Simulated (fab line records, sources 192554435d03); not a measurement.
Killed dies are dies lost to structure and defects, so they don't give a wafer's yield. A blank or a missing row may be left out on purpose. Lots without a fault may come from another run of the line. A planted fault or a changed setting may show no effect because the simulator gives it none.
fab line records | flow n5_finfet
record lots=23 wafers=69 last_day=18
route steps=1938 shown MOL_CONTACT_COAG@531 BEOL_M0_SAQP@637
lots that met no fault: from a run of the same line without faults
start_h: hours from the record's first day to the start of the lot's first wafer shown | wait_h: hours since the lot's step before | " the same as in the row above | L1.1+2: a row that stands for several wafers | - no value, or no start given | * or withheld: withheld | < > ~ a bound
route shown NAME@n: a module of which the file shows steps, and the number in the route of the first | usual: mean/standard deviation of fault-free wafers | same: alike in all rows | chamber/n: place in a boat | sites: the reading at each site | _std_site: their standard deviation | _edge_site: outer sites' mean less inner sites' | radius_mm: how far each site lies from the wafer's centre | mask NAME#n: copy n | behind: the tool/chamber that last shaped the wafer | hold: why the lot was held/for how many hours/how that ended | device: the transistor (n, p or np) that didn't switch | end of line: the same wafers' tests at the end of the route | a step without rows: its recipe alone | killed: dies lost to structure and defects at the first sort, not the wafer's yield | map: a wafer's dies, x killed, . not, _ none there
set.NAME: the setting as run; set.NAME@STEP: as run at that earlier step | model.NAME: the simulator's own value behind a step, which no gauge read
steps of the route over a sample of lots; a table a step, a row a wafer
services: from which hour (start_h, from the record's first day; less than 0 if before it) a tool's chamber was out of use, for how many hours, and why
## steps
# step N5_MOL_CONTACT_COAG_ETCH_105
# recipe chemistry=CF4 target=SiARC target_depth_a=156 mask_material=CAR-EUV time_s=26 ion_energy_ev=80 pressure_mtorr=40 source_w=545 bias_w=36 Ar_flow_sccm=100 cf4_flow_sccm=100 ends=cleared
# usual drypump_motor_current_A=5.8/0.45 etch_rf_on_time_s=25.8/0.61 oes_product_au=0.63/0.06 rf_vpp_V=184.2/1.1 showerhead_plenum_p_Torr=2.15/0.061 throttle_valve_pct=15.64/0.2
# columns lot.wafer tool chamber start_h wait_h drypump_motor_current_A etch_rf_on_time_s oes_product_au rf_hours_counter_h rf_vpp_V showerhead_plenum_p_Torr throttle_valve_pct
L075.1 rie_diel-05 2 91.45 0.0 5.5 27.1 0.58 245 184.2 2.11 15.67
L075.3 " 0 " " 5.7 25.4 0.62 190 186.2 2.21 15.49
L075.5 " 1 " " 5.2 25.3 0.62 - 186.3 2.20 15.81
L076.2 rie_diel-05 1 98.46 0.0 5.1 25.5 0.62 193 185.6 2.20 15.83
L076.3 " 3 " " 6.5 25.2 0.63 173 185.2 2.21 15.81
L076.5 " 0 " " 5.7 25.9 0.62 - 184.3 2.21 15.50
L077.3 rie_diel-05 2 104.27 0.0 5.5 27.3 0.58 249 183.5 2.11 15.67
L077.5 " 1 " " 5.1 25.3 0.62 - 185.5 2.20 15.83
L077.6 " 2 " " 5.5 27.0 0.58 - 183.1 2.11 15.67
L078.2 rie_diel-03 1 113.14 0.0 6.3 26.2 0.68 97 184.2 2.16 15.55
L078.4 " 3 " " 5.9 25.0 0.63 174 182.7 2.14 15.43
L078.6 " 1 " " 6.3 26.2 0.68 - 185.7 2.16 15.55
L079.2 rie_diel-03 0 119.51 0.0 6.3 26.3 0.59 218 183.0 2.12 15.82
L079.3 " 2 " " 5.5 24.9 0.60 221 183.7 2.12 15.67
L079.6 " 3 " " 5.9 25.1 0.63 - 183.7 2.14 15.40
L080.1 rie_diel-03 2 124.78 0.0 5.5 25.1 0.59 222 184.4 2.12 15.67
L080.3 " 0 " " 6.3 26.3 0.59 219 182.7 2.12 15.80
L080.5 " 2 " " 5.5 25.1 0.59 - 183.4 2.12 15.67
L081.1 rie_diel-05 3 131.91 0.0 6.5 25.2 0.62 188 183.9 2.21 15.85
L081.3 " 2 " " 5.5 25.9 0.86 0 183.1 2.11 15.21
L081.6 " 3 " " 6.5 25.2 0.62 - 184.4 2.21 15.82
L082.2 rie_diel-02 0 137.75 0.0 6.4 25.7 0.65 133 182.2 1.97 15.64
L082.3 " 2 " " 5.8 27.2 0.59 234 184.0 2.12 15.90
L082.5 " 0 " " 6.3 25.9 0.65 - 183.3 1.97 15.64
L083.3 rie_diel-05 3 144.48 0.0 6.5 25.5 0.62 192 186.5 2.21 15.86
L083.4 " 2 " " 5.5 26.5 0.80 6 184.8 2.10 15.21
L083.5 " 2 " " 5.5 26.4 0.81 - 183.0 2.10 15.19
L084.1 rie_diel-05 0 155.07 0.0 5.8 25.7 0.61 213 185.2 2.21 15.55
L084.2 " 3 " " 6.5 25.2 0.62 196 184.7 2.21 15.85
L084.4 " 2 " " 5.5 26.2 0.80 10 183.5 2.10 15.23
L085.2 rie_diel-02 3 157.46 0.0 6.0 25.8 0.75 39 184.7 2.08 15.56
L085.3 " 2 " " 5.8 27.0 0.59 239 182.7 2.11 15.90
L085.5 " 1 " " 5.4 27.2 0.62 - 184.0 2.23 15.48
L086.1 rie_diel-02 0 168.10 0.0 6.3 25.6 0.65 142 182.2 1.97 15.68
L086.4 " 1 " " 5.4 26.7 0.61 179 185.1 2.22 15.49
L086.6 " 2 " " 5.8 26.6 0.58 - 183.4 2.11 15.92
L087.1 rie_diel-03 3 170.79 0.0 5.9 25.4 0.63 191 182.8 2.13 15.46
L087.4 " 1 " " 6.3 26.3 0.66 117 184.7 2.15 15.58
L087.5 " 1 " " 6.4 26.5 0.65 - 185.8 2.15 15.58
L088.2 rie_diel-05 2 175.10 0.0 5.5 26.1 0.79 16 183.7 2.10 15.25
L088.5 " 0 " " 5.8 25.4 0.61 - 184.5 2.20 15.56
L088.6 " 1 " " 5.1 25.2 0.61 - 185.5 2.19 15.88
L089.4 rie_diel-03 1 185.90 0.0 6.3 26.5 0.66 122 183.5 2.15 15.59
L089.5 " 2 " " 5.4 25.0 0.58 - 183.5 2.11 15.71
L089.6 " 3 " " 5.9 24.8 0.63 - 183.3 2.13 15.45
L090.1 rie_diel-03 0 188.56 0.0 6.3 26.2 0.57 241 183.9 2.11 15.85
L090.2 " 1 " " 6.3 26.3 0.65 124 184.5 2.15 15.61
L090.6 " 0 " " 6.3 26.4 0.57 - 182.9 2.11 15.85
L091.1 rie_diel-05 2 193.64 0.0 5.5 25.9 0.77 23 183.6 2.10 15.24
L091.3 " 3 " " 6.5 25.3 0.60 210 184.5 2.20 15.88
L091.5 " 2 " " 5.5 26.0 0.77 - 183.0 2.10 15.25
L092.1 rie_diel-03 1 204.17 0.0 6.3 26.3 0.66 129 184.2 2.14 15.62
L092.2 " 3 " " 5.9 25.2 0.62 204 183.1 2.13 15.49
L092.6 " 3 " " 5.9 25.0 0.61 - 185.6 2.13 15.46
L093.1 rie_diel-02 1 204.93 0.0 5.4 26.8 0.61 194 184.0 2.22 15.53
L093.4 " 0 " " 6.3 25.8 0.64 - 182.6 1.96 15.71
L093.5 " 3 " " 6.0 25.7 0.71 - 183.8 2.07 15.59
L094.1 rie_diel-05 3 213.58 0.0 6.5 25.8 0.60 215 184.2 2.20 15.90
L094.5 " 3 " " 6.5 25.5 0.60 - 184.1 2.20 15.90
L094.6 " 2 " " 5.5 26.2 0.76 - 183.9 2.10 15.26
L095.1 rie_diel-05 0 218.12 0.0 5.8 26.0 0.59 235 185.6 2.20 15.57
L095.2 " 3 " " 6.5 25.3 0.61 217 185.0 2.20 15.91
L095.4 " 2 " " 5.5 26.2 0.76 30 183.5 2.10 15.26
L096.2 rie_diel-05 0 227.46 0.0 5.8 25.9 0.59 238 184.1 2.20 15.59
L096.3 " 3 " " 6.5 25.6 0.60 220 185.9 2.20 15.93
L096.5 " 3 " " 6.5 25.5 0.60 - 186.4 2.20 15.92
L097.1 rie_diel-05 0 236.62 0.0 5.8 25.7 0.60 241 184.5 2.20 15.59
L097.3 " 3 " " 6.5 25.4 0.60 223 183.0 2.20 15.91
L097.5 " 1 " " 5.2 25.7 0.59 - 184.7 2.19 15.91
# step N5_MOL_CONTACT_COAG_PRE_CLEAN_142
# recipe gas=H2/He time_s=60 temp_c=300
# usual heater_power_w=467/52
# columns lot.wafer tool chamber start_h wait_h heater_power_w
L075.1 pvd_sputter-01 - 96.84 0.8 529
L075.3 " - " " 545
L075.5 " - " " 538
L076.2 pvd_sputter-03 - 103.20 1.0 516
L076.3 " - " " 480
L076.5 " - " " 484
L077.3 pvd_sputter-02 - 109.70 1.4 434
L077.5 " - " " 425
L077.6 " - " " 499
L078.2 pvd_sputter-03 - 120.61 3.7 468
L078.4 " - " " 511
L078.6 " - " " 491
L079.2 pvd_sputter-03 - 125.22 1.9 497
L079.3 " - " " 514
L079.6 " - " " 470
L080.1 pvd_sputter-01 - 130.42 2.1 506
L080.3 " - " " 535
L080.5 " - " " 380
L081.1 pvd_sputter-01 - 138.41 2.4 495
L081.3 " - " " 521
L081.6 " - " " 385
L082.2 pvd_sputter-03 - 142.02 1.5 463
L082.3 " - " " 520
L082.5 " - " " 521
L083.3 pvd_sputter-02 - 147.83 0.6 445
L083.4 " - " " 500
L083.5 " - " " 512
L084.1 pvd_sputter-03 - 160.50 1.6 515
L084.2 " - " " 466
L084.4 " - " " 480
L085.2 pvd_sputter-01 - 163.88 1.6 385
L085.3 " - " " 501
L085.5 " - " " 489
L086.1 pvd_sputter-02 - 173.26 1.1 420
L086.4 " - " " 360
L086.6 " - " " 500
L087.1 pvd_sputter-02 - 176.52 2.3 440
L087.4 " - " " 369
L087.5 " - " " 433
L088.2 pvd_sputter-02 - 181.88 2.8 358
L088.5 " - " " 446
L088.6 " - " " 513
L089.4 pvd_sputter-02 - 193.34 1.8 447
L089.5 " - " " 369
L089.6 " - " " 420
L090.1 pvd_sputter-02 - 193.80 1.3 366
L090.2 " - " " 455
L090.6 " - " " 429
L091.1 pvd_sputter-02 - 200.12 2.1 448
L091.3 " - " " 362
L091.5 " - " " 505
L092.1 pvd_sputter-01 - 210.96 2.5 530
L092.2 " - " " 392
L092.6 " - " " 507
L093.1 pvd_sputter-03 - 211.20 1.7 516
L093.4 " - " " 467
L093.5 " - " " 495
L094.1 pvd_sputter-03 - 221.49 1.0 491
L094.5 " - " " 524
L094.6 " - " " 490
L095.1 pvd_sputter-02 - 231.15 2.1 418
L095.2 " - " " 507
L095.4 " - " " 458
L096.2 pvd_sputter-02 - 234.07 1.7 489
L096.3 " - " " 437
L096.5 " - " " 369
L097.1 pvd_sputter-02 - 242.16 1.1 437
L097.3 " - " " 521
L097.5 " - " " 429
# step N5_MOL_CONTACT_COAG_INSPECT_57
# recipe mode=adi inspect_instrument=brightfield
# usual raw_defect_count=193/52
# columns lot.wafer tool chamber start_h wait_h raw_defect_count
L075.1 defect_inspect-01 - 102.60 0.1 228
L075.3 " - " " 226
L075.5 " - " " 333
L076.2 defect_inspect-01 - 109.04 0.0 160
L076.3 " - " " 162
L076.5 " - " " 198
L077.3 defect_inspect-01 - 114.15 0.0 137
L077.5 " - " " 129
L077.6 " - " " 110
L078.2 defect_inspect-01 - 124.72 0.1 293
L078.4 " - " " 233
L078.6 " - " " 257
L079.2 defect_inspect-01 - 129.51 0.0 239
L079.3 " - " " 190
L079.6 " - " " 114
L080.1 defect_inspect-01 - 134.45 0.1 274
L080.3 " - " " 270
L080.5 " - " " 234
L081.1 defect_inspect-01 - 142.31 0.1 219
L081.3 " - " " 198
L081.6 " - " " 121
L082.2 defect_inspect-01 - 146.06 0.0 250
L082.3 " - " " 168
L082.5 " - " " 129
L083.3 defect_inspect-02 - 153.22 0.0 213
L083.4 " - " " 130
L083.5 " - " " 243
L084.1 defect_inspect-01 - 164.44 0.1 173
L084.2 " - " " 284
L084.4 " - " " 225
L085.2 defect_inspect-02 - 167.78 0.0 164
L085.3 " - " " 160
L085.5 " - " " 144
L086.1 defect_inspect-01 - 177.44 0.1 190
L086.4 " - " " 140
L086.6 " - " " 214
L087.1 defect_inspect-01 - 183.28 0.1 197
L087.4 " - " " 137
L087.5 " - " " 190
L088.2 defect_inspect-01 - 188.59 0.0 135
L088.5 " - " " 149
L088.6 " - " " 170
L089.4 defect_inspect-01 - 197.23 0.0 297
L089.5 " - " " 227
L089.6 " - " " 192
L090.1 defect_inspect-01 - 198.70 0.1 197
L090.2 " - " " 166
L090.6 " - " " 126
L091.1 defect_inspect-01 - 204.37 0.1 153
L091.3 " - " " 242
L091.5 " - " " 193
L092.1 defect_inspect-02 - 215.48 0.1 139
L092.2 " - " " 134
L092.6 " - " " 131
L093.1 defect_inspect-02 - 215.91 0.1 251
L093.4 " - " " 164
L093.5 " - " " 217
L094.1 defect_inspect-01 - 225.38 0.1 210
L094.5 " - " " 231
L094.6 " - " " 260
L095.1 defect_inspect-01 - 235.92 0.1 225
L095.2 " - " " 187
L095.4 " - " " 187
L096.2 defect_inspect-02 - 238.13 0.0 316
L096.3 " - " " 205
L096.5 " - " " 194
L097.1 defect_inspect-02 - 246.07 0.1 175
L097.3 " - " " 132
L097.5 " - " " 125
# step N5_MOL_CONTACT_COAG_ETCH_47
# recipe chemistry=CH3F/O2 target=SiNx target_depth_a=270 mask_material=SiO2 stop_on=W over_etch_frac=0.2 ion_energy_ev=120 endpoint=OES-CN pressure_mtorr=30 source_w=395 bias_w=73 Ar_flow_sccm=150 CH3F_flow_sccm=30 O2_flow_sccm=20 ends=end_point
# usual drypump_motor_current_A=5.8/0.4 etch_rf_on_time_s=31.0/0.49 oes_product_au=0.68/0.074 rf_vpp_V=299/6.4 showerhead_plenum_p_Torr=2.00/0.071 throttle_valve_pct=16.38/0.2
# columns lot.wafer tool chamber start_h wait_h drypump_motor_current_A etch_rf_on_time_s oes_product_au rf_hours_counter_h rf_vpp_V showerhead_plenum_p_Torr throttle_valve_pct
L075.1 rie_diel-02 2 103.98 0.0 5.8 32.0 0.63 220 310 1.97 16.56
L075.3 " 3 " " 6.0 30.3 0.81 21 292 1.95 16.28
L075.5 " 3 " " 6.0 30.7 0.81 - 292 1.95 16.26
L076.2 rie_diel-03 0 110.26 0.0 6.3 32.2 0.61 216 296 1.97 16.46
L076.3 " 1 " " 6.3 31.2 0.71 96 289 2.03 16.35
L076.5 " 3 " " 5.9 30.5 0.66 - 290 2.00 16.14
L077.3 rie_diel-05 0 115.13 0.0 5.8 31.2 0.64 198 299 2.07 16.24
L077.5 " 1 " " 5.1 30.9 0.64 - 299 2.07 16.64
L077.6 " 0 " " 5.8 31.2 0.65 - 298 2.07 16.26
L078.2 rie_diel-02 3 125.63 0.0 5.9 30.9 0.79 28 295 1.94 16.27
L078.4 " 1 " " 5.4 31.5 0.67 - 301 2.10 16.27
L078.6 " 2 " " 5.8 31.8 0.62 - 311 1.97 16.57
L079.2 rie_diel-02 1 130.21 0.0 5.4 31.0 0.67 166 302 2.10 16.28
L079.3 " 2 " " 5.8 31.2 0.63 230 309 1.97 16.60
L079.6 " 1 " " 5.4 31.2 0.67 - 302 2.10 16.28
L080.1 rie_diel-05 3 135.35 0.0 6.5 30.6 0.65 189 300 2.08 16.61
L080.3 " 0 " " 5.8 31.5 0.64 206 299 2.07 16.28
L080.5 " 2 " " 5.5 30.8 0.87 - 305 1.97 15.98
L081.1 rie_diel-02 3 142.93 0.0 5.9 30.4 0.78 36 293 1.94 16.30
L081.3 " 1 " " 5.3 31.3 0.66 171 304 2.10 16.27
L081.6 " 1 " " 5.4 31.1 0.66 - 301 2.10 16.28
L082.2 rie_diel-05 2 147.17 0.0 5.5 31.1 0.85 7 304 1.96 15.97
L082.3 " 0 " " 5.8 31.6 0.63 211 299 2.07 16.28
L082.5 " 0 " " 5.8 31.2 0.63 - 299 2.07 16.27
L083.3 rie_diel-05 0 153.92 0.0 5.8 31.0 0.64 213 299 2.06 16.28
L083.4 " 2 " " 5.5 31.0 0.84 9 305 1.96 15.98
L083.5 " 0 " " 5.8 31.3 0.64 - 298 2.07 16.29
L084.1 rie_diel-03 2 165.22 0.0 5.5 30.4 0.60 236 290 1.97 16.39
L084.2 " 3 " " 5.9 30.3 0.65 190 288 1.99 16.17
L084.4 " 0 " " 6.2 32.1 0.60 233 294 1.96 16.51
L085.2 rie_diel-02 3 169.41 0.0 5.9 30.4 0.77 44 294 1.94 16.31
L085.3 " 0 " " 6.3 30.7 0.68 142 299 1.84 16.46
L085.5 " 1 " " 5.4 31.6 0.65 - 302 2.09 16.31
L086.1 rie_diel-02 3 178.12 0.0 5.9 30.5 0.77 46 291 1.94 16.33
L086.4 " 0 " " 6.3 30.6 0.68 145 300 1.84 16.46
L086.6 " 2 " " 5.8 31.6 0.62 - 309 1.96 16.61
L087.1 rie_diel-03 3 184.74 0.0 5.9 30.7 0.64 197 288 1.99 16.18
L087.4 " 2 " " 5.5 31.0 0.60 243 291 1.96 16.42
L087.5 " 2 " " 5.5 31.4 0.60 - 290 1.97 16.42
L088.2 rie_diel-05 3 189.67 0.0 6.5 30.6 0.63 208 300 2.07 16.67
L088.5 " 3 " " 6.5 30.8 0.63 - 301 2.07 16.68
L088.6 " 0 " " 5.8 31.6 0.62 - 298 2.06 16.30
L089.4 rie_diel-03 1 197.91 0.0 6.3 31.7 0.68 126 288 2.02 16.41
L089.5 " 2 " " 5.5 31.0 0.60 - 290 1.96 16.43
L089.6 " 3 " " 5.9 30.4 0.64 - 291 1.99 16.20
L090.1 rie_diel-02 3 199.55 0.0 5.9 30.5 0.75 55 293 1.94 16.35
L090.2 " 0 " " 6.3 30.7 0.67 153 299 1.84 16.49
L090.6 " 3 " " 5.9 30.9 0.74 - 294 1.94 16.33
L091.1 rie_diel-05 2 205.05 0.0 5.5 31.0 0.80 27 304 1.96 16.02
L091.3 " 0 " " 5.8 31.2 0.62 231 297 2.06 16.32
L091.5 " 1 " " 5.1 31.1 0.62 - 301 2.07 16.69
L092.1 rie_diel-02 3 216.68 0.0 6.0 30.4 0.75 62 291 1.93 16.34
L092.2 " 0 " " 6.4 30.8 0.66 161 302 1.84 16.51
L092.6 " 2 " " 5.7 30.0 0.86 - 312 1.96 16.15
L093.1 rie_diel-05 2 216.76 0.0 5.5 30.6 0.80 30 305 1.96 16.02
L093.4 " 1 " " 5.1 31.6 0.62 229 298 2.06 16.70
L093.5 " 2 " " 5.5 30.9 0.80 - 305 1.96 16.02
L094.1 rie_diel-05 1 225.99 0.0 5.2 31.2 0.61 233 297 2.06 16.71
L094.5 " 2 " " 5.5 30.9 0.81 - 304 1.96 16.03
L094.6 " 3 " " 6.5 30.5 0.63 - 300 2.07 16.67
L095.1 rie_diel-02 3 236.73 0.0 6.0 31.0 0.74 69 293 1.93 16.35
L095.2 " 0 " " 6.3 31.2 0.65 168 299 1.83 16.52
L095.4 " 2 " " 5.8 30.4 0.84 11 310 1.96 16.16
L096.2 rie_diel-05 0 238.95 0.0 5.8 31.6 0.62 242 299 2.06 16.35
L096.3 " 3 " " 6.5 30.8 0.63 224 299 2.06 16.72
L096.5 " 2 " " 5.5 31.2 0.78 - 305 1.95 16.05
L097.1 rie_diel-02 3 246.73 0.0 5.9 30.9 0.73 72 293 1.93 16.37
L097.3 " 1 " " 5.4 31.8 0.63 210 304 2.08 16.35
L097.5 " 1 " " 5.4 31.7 0.63 - 302 2.08 16.35
# step N5_MOL_CONTACT_COAG_ETCH_48
# recipe chemistry=C4F6/O2 target_depth_a=150 overetch_a=45 mask_material=SOC target=SiOC bias_w=465 pressure_mtorr=10 time_s=17 source_w=335 Ar_flow_sccm=300 C4F6_flow_sccm=10 O2_flow_sccm=10 ion_energy_ev=576
# usual drypump_motor_current_A=5.9/0.42 oes_product_au=0.64/0.066 rf_vpp_V=1587/31 showerhead_plenum_p_Torr=2.83/0.094 throttle_valve_pct=40.57/0.26
# columns lot.wafer tool chamber start_h wait_h drypump_motor_current_A oes_product_au rf_hours_counter_h rf_vpp_V showerhead_plenum_p_Torr throttle_valve_pct
L075.1 rie_diel-03 2 106.06 0.0 5.5 0.61 216 1553 2.81 40.68
L075.3 " 0 " " 6.3 0.57 215 1575 2.80 40.17
L075.5 " 1 " " 6.4 0.70 - 1547 2.88 40.89
L076.2 rie_diel-05 3 112.78 0.0 6.5 0.64 179 1604 2.95 40.63
L076.3 " 0 " " 5.7 0.63 197 1594 2.93 40.72
L076.5 " 3 " " 6.5 0.65 - 1604 2.95 40.63
L077.3 rie_diel-05 0 116.63 0.0 5.8 0.59 199 1596 2.93 40.74
L077.5 " 0 " " 5.8 0.57 - 1595 2.93 40.71
L077.6 " 1 " " 5.2 0.61 - 1595 2.94 40.55
L078.2 rie_diel-02 3 126.88 0.0 6.0 0.81 28 1570 2.76 40.52
L078.4 " 3 " " 6.0 0.78 - 1569 2.76 40.53
L078.6 " 1 " " 5.4 0.65 - 1619 2.98 40.86
L079.2 rie_diel-03 1 131.58 0.0 6.4 0.67 102 1548 2.88 40.87
L079.3 " 2 " " 5.5 0.63 224 1553 2.80 40.69
L079.6 " 0 " " 6.3 0.61 - 1576 2.79 40.19
L080.1 rie_diel-02 3 137.07 0.0 5.9 0.72 34 1568 2.76 40.51
L080.3 " 1 " " 5.4 0.64 169 1618 2.98 40.85
L080.5 " 0 " " 6.4 0.63 - 1599 2.63 40.49
L081.1 rie_diel-02 0 144.26 0.0 6.4 0.69 135 1601 2.63 40.51
L081.3 " 1 " " 5.4 0.61 171 1618 2.97 40.83
L081.6 " 1 " " 5.4 0.64 - 1618 2.97 40.85
L082.2 rie_diel-03 2 148.38 0.0 5.5 0.57 230 1552 2.80 40.67
L082.3 " 1 " " 6.3 0.64 109 1546 2.87 40.87
L082.5 " 3 " " 6.0 0.60 - 1550 2.83 40.13
L083.3 rie_diel-02 3 155.49 0.0 6.0 0.71 38 1569 2.76 40.51
L083.4 " 1 " " 5.4 0.63 175 1618 2.97 40.85
L083.5 " 3 " " 6.0 0.73 - 1568 2.76 40.51
L084.1 rie_diel-05 2 166.44 0.0 5.5 0.80 14 1630 2.79 40.46
L084.2 " 1 " " 5.1 0.56 218 1594 2.93 40.57
L084.4 " 0 " " 5.8 0.60 217 1594 2.92 40.74
L085.2 rie_diel-02 3 170.62 0.0 5.9 0.75 44 1568 2.76 40.52
L085.3 " 0 " " 6.3 0.63 143 1600 2.63 40.51
L085.5 " 0 " " 6.4 0.59 - 1600 2.63 40.50
L086.1 rie_diel-03 1 179.77 0.0 6.3 0.61 120 1547 2.87 40.90
L086.4 " 0 " " 6.3 0.59 238 1574 2.79 40.20
L086.6 " 2 " " 5.5 0.59 - 1551 2.80 40.70
L087.1 rie_diel-02 2 186.35 0.0 5.8 0.61 249 1654 2.79 40.95
L087.4 " 3 " " 6.0 0.75 49 1568 2.75 40.54
L087.5 " 0 " " 6.3 0.63 - 1600 2.62 40.52
L088.2 rie_diel-03 3 190.89 0.0 5.9 0.66 199 1548 2.83 40.16
L088.5 " 1 " " 6.3 0.70 - 1547 2.87 40.92
L088.6 " 0 " " 6.3 0.61 - 1574 2.79 40.22
L089.4 rie_diel-03 3 199.36 0.0 5.9 0.58 202 1549 2.83 40.14
L089.5 " 1 " " 6.3 0.62 - 1547 2.86 40.89
L089.6 " 0 " " 6.3 0.57 - 1575 2.78 40.21
L090.1 rie_diel-05 1 201.28 0.0 5.1 0.57 224 1592 2.93 40.56
L090.2 " 2 " " 5.5 0.72 25 1629 2.78 40.44
L090.6 " 2 " " 5.5 0.73 - 1629 2.78 40.44
L091.1 rie_diel-05 2 206.38 0.0 5.5 0.79 27 1628 2.78 40.45
L091.3 " 1 " " 5.1 0.58 226 1593 2.92 40.58
L091.5 " 0 " " 5.8 0.62 - 1593 2.92 40.77
L092.1 rie_diel-03 0 218.13 0.0 6.3 0.59 252 1575 2.78 40.23
L092.2 " 3 " " 6.0 0.62 209 1548 2.82 40.14
L092.6 " 3 " " 5.9 0.61 - 1547 2.82 40.14
L093.1 rie_diel-02 2 218.20 0.0 5.8 0.76 4 1654 2.79 40.53
L093.4 " 3 " " 5.9 0.71 62 1566 2.75 40.54
L093.5 " 0 " " 6.4 0.65 - 1599 2.62 40.51
L094.1 rie_diel-03 1 227.20 0.0 6.3 0.65 136 1547 2.86 40.93
L094.5 " 2 " " 5.5 0.88 - 1552 2.79 40.26
L094.6 " 3 " " 5.9 0.60 - 1548 2.82 40.16
L095.1 rie_diel-02 0 238.44 0.0 6.4 0.58 169 1600 2.61 40.51
L095.2 " 2 " " 5.8 0.73 12 1653 2.78 40.51
L095.4 " 3 " " 6.0 0.65 69 1567 2.74 40.52
L096.2 rie_diel-05 1 240.34 0.0 5.1 0.58 238 1591 2.92 40.57
L096.3 " 3 " " 6.5 0.63 225 1604 2.93 40.67
L096.5 " 3 " " 6.5 0.61 - 1604 2.93 40.69
L097.1 rie_diel-05 3 248.56 0.0 6.5 0.62 228 1603 2.93 40.65
L097.3 " 2 " " 5.5 0.76 41 1629 2.78 40.47
L097.5 " 0 " " 5.8 0.64 - 1593 2.91 40.79
# step N5_BEOL_M0_SAQP_PECVD_97
# recipe material=SiNx target_thk_a=230 temp_c=350 precursor=SiH4/NH3/N2 pressure_torr=1.5 rf_w=300 time_s=19.9
# usual chamber_pressure_Torr=1.500/0.0034 heater_power_w=512/55 showerhead_plenum_p_Torr=5.16/0.067 throttle_valve_pct=39.7/2.2
# columns lot.wafer tool chamber start_h wait_h chamber_pressure_Torr heater_power_w showerhead_plenum_p_Torr throttle_valve_pct
L075.1 pecvd-02 2 112.99 0.0 1.503 472 5.04 38.8
L075.3 " 1 " " 1.497 465 5.13 41.8
L075.5 " 2 " " 1.505 481 5.05 39.1
L076.2 pecvd-04 0 120.61 0.0 1.501 512 5.11 36.8
L076.3 " 2 " " 1.501 488 5.16 38.3
L076.5 " 2 " " 1.497 497 5.16 38.5
L077.3 pecvd-04 0 121.65 0.0 1.501 528 5.12 37.0
L077.5 " 0 " " 1.499 540 5.12 37.0
L077.6 " 1 " " 1.496 480 5.20 41.8
L078.2 pecvd-04 0 131.95 0.0 1.500 562 5.11 37.0
L078.4 " 0 " " 1.499 581 5.12 36.8
L078.6 " 2 " " 1.496 507 5.15 38.1
L079.2 pecvd-03 1 138.42 0.0 1.501 516 5.22 37.4
L079.3 " 0 " " 1.499 528 5.26 42.9
L079.6 " 1 " " 1.498 504 5.22 37.7
L080.1 pecvd-03 0 142.48 0.0 1.503 603 5.27 43.3
L080.3 " 2 " " 1.505 430 5.07 38.5
L080.5 " 2 " " 1.498 434 5.07 38.6
L081.1 pecvd-02 0 148.96 0.0 1.502 549 5.20 40.7
L081.3 " 1 " " 1.501 494 5.13 41.6
L081.6 " 2 " " 1.505 416 5.04 39.2
L082.2 pecvd-02 1 153.39 0.0 1.504 526 5.12 41.4
L082.3 " 2 " " 1.501 463 5.03 39.0
L082.5 " 2 " " 1.497 458 5.05 39.3
L083.3 pecvd-04 0 160.71 0.0 1.500 631 5.11 37.0
L083.4 " 1 " " 1.506 509 5.20 42.0
L083.5 " 2 " " 1.502 480 5.14 38.3
L084.1 pecvd-04 0 171.64 0.0 1.499 612 5.13 36.8
L084.2 " 1 " " 1.498 527 5.20 42.1
L084.4 " 0 " " 1.496 623 5.11 37.2
L085.2 pecvd-02 2 176.97 0.0 1.498 416 5.05 39.0
L085.3 " 0 " " 1.505 547 5.18 40.5
L085.5 " 1 " " 1.498 553 5.13 41.5
L086.1 pecvd-02 2 186.44 0.0 1.496 464 5.04 39.1
L086.4 " 0 " " 1.493 558 5.20 40.4
L086.6 " 1 " " 1.501 529 5.13 41.4
L087.1 pecvd-02 1 193.15 0.0 1.500 482 5.14 41.4
L087.4 " 0 " " 1.502 547 5.20 40.5
L087.5 " 2 " " 1.500 488 5.04 39.4
L088.2 pecvd-04 1 196.55 0.0 1.502 503 5.20 42.1
L088.5 " 0 " " 1.497 521 5.11 37.1
L088.6 " 1 " " 1.502 502 5.20 41.9
L089.4 pecvd-03 0 204.59 0.0 1.498 620 5.27 43.8
L089.5 " 2 " " 1.503 446 5.08 39.1
L089.6 " 1 " " 1.493 539 5.23 37.4
L090.1 pecvd-03 0 207.92 0.0 1.502 584 5.28 43.9
L090.2 " 2 " " 1.505 449 5.07 39.1
L090.6 " 0 " " 1.504 584 5.27 43.6
L091.1 pecvd-02 1 211.48 0.0 1.500 543 5.12 41.3
L091.3 " 2 " " 1.506 418 5.04 39.3
L091.5 " 2 " " 1.504 425 5.04 39.4
L092.1 pecvd-03 0 224.35 0.0 1.507 617 5.26 43.5
L092.2 " 2 " " 1.506 461 5.08 39.0
L092.6 " 2 " " 1.501 476 5.07 38.9
L093.1 pecvd-03 2 225.93 0.0 1.495 433 5.08 39.0
L093.4 " 0 " " 1.499 599 5.26 43.5
L093.5 " 2 " " 1.496 426 5.09 38.6
L094.1 pecvd-03 0 232.16 0.0 1.501 509 5.27 43.6
L094.5 " 1 " " 1.498 523 5.22 37.6
L094.6 " 0 " " 1.503 528 5.26 43.7
L095.1 pecvd-04 2 244.10 0.0 1.494 430 5.14 36.3
L095.2 " 1 " " 1.497 539 5.20 41.8
L095.4 " 0 " " 1.501 593 5.13 37.2
L096.2 pecvd-03 2 247.80 0.0 1.492 406 5.09 38.7
L096.3 " 1 " " 1.502 519 5.21 37.5
L096.5 " 0 " " 1.502 549 5.27 44.0
L097.1 pecvd-04 1 253.71 0.0 1.499 556 5.21 42.0
L097.3 " 2 " " 1.504 504 5.14 36.6
L097.5 " 1 " " 1.502 534 5.20 41.7
## services
# columns tool chamber start_h hours kind
pvd_sputter-01 - 83.60 1.1 repair
pecvd-02 0 108.36 12.0 repair
rie_diel-05 2 109.16 - clean
rie_diel-05 2 109.16 - consumable_replace:focus_ring
rie_diel-05 2 109.16 22.5 scheduled_down
rie_diel-05 2 109.16 22.5 vent_cycle
pvd_sputter-01 - 115.56 3.2 repair
rie_diel-05 1 141.45 1.7 repair
pecvd-03 - 153.80 47.8 repair
pecvd-04 - 180.72 0.2 repair
rie_diel-02 2 188.84 - clean
rie_diel-02 2 188.84 - consumable_replace:focus_ring
rie_diel-02 2 188.84 16.3 scheduled_down
rie_diel-02 2 188.84 16.3 vent_cycle
rie_diel-03 2 203.59 - clean
rie_diel-03 2 203.59 - consumable_replace:focus_ring
rie_diel-03 2 203.59 17.8 scheduled_down
rie_diel-03 2 203.59 17.8 vent_cycle
rie_diel-03 1 217.32 3.5 repair
rie_diel-03 0 221.39 - clean
rie_diel-03 0 221.39 - consumable_replace:focus_ring
rie_diel-03 0 221.39 21.7 scheduled_down
rie_diel-03 0 221.39 21.7 vent_cycle
pecvd-02 2 252.11 3.4 repair
## key
fault none
